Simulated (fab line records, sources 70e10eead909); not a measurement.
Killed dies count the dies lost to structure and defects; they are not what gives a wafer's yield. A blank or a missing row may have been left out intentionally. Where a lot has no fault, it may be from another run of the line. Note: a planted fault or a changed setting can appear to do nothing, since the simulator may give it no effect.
Chamber matching -- flow nand_harc -- NHARC_THIN_TSV_ETCHBACK_48 on rie_diel-07 has 4 sister chambers
The step etches the open film in C4F8/Ar, target depth 1028.5 nm, time 405.17 s. 14 wafers are shown with their chamber, then 7 later ones without.

WAFERS WITH THEIR CHAMBER
wafer,chamber,rf_vpp_V (V),oes_product_au (a.u.)
L078.2,2,547.6,1.00
L078.4,0,550.9,1.00
L078.5,2,548.2,0.98
L079.3,0,551.3,0.93
L079.5,0,551.8,0.93
L079.6,1,542.2,0.93
L083.1,1,544.2,1.01
L083.4,3,550.1,1.00
L083.5,2,550.2,1.00
L086.2,2,548.1,0.96
L086.4,0,551.8,0.98
L086.5,1,542.4,0.96
L087.2,2,550.3,0.93
L087.5,3,550.3,0.92

SIGNATURES (averages over the wafers above)
reading,chamber 0,chamber 1,chamber 2,chamber 3,scatter within a chamber
rf_vpp_V,551.450,542.933,548.880,550.200,0.974
oes_product_au,0.9600,0.9667,0.9740,0.9600,0.0371
Rule: distance of a wafer from a chamber = root of the sum over the readings of ((wafer's reading minus chamber's mean) / reading's scatter) squared. The wafer belongs to the nearest chamber; if the next one is less than 2 further off, it can't be placed. The scatter: take each reading less its chamber's mean, square it, sum over the shown wafers, divide by the number of wafers less the number of chambers, and take the root.

WAFERS WITH NO CHAMBER GIVEN
wafer,rf_vpp_V (V),oes_product_au (a.u.)
L087.6,549.5,0.93
L091.2,548.0,0.93
L091.3,548.9,0.93
L091.5,549.1,0.92
L089.4,553.1,0.94
L089.5,542.4,0.93
L089.6,552.6,0.93

THE CHAMBER EACH PASSED THROUGH
wafer,from the rows above,in truth
L087.6,can't be placed: 3 or 2 or 0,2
L091.2,can't be placed: 2 or 3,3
L091.3,can't be placed: 2 or 3 or 0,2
L091.5,can't be placed: 2 or 3 or 0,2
L089.4,can't be placed: 0 or 3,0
L089.5,1,1
L089.6,can't be placed: 0 or 3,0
Correctly placed: 1 of 7. From these rows, 6 cannot be placed; in 6 the true chamber is one of the candidates. 0 placed wrongly.
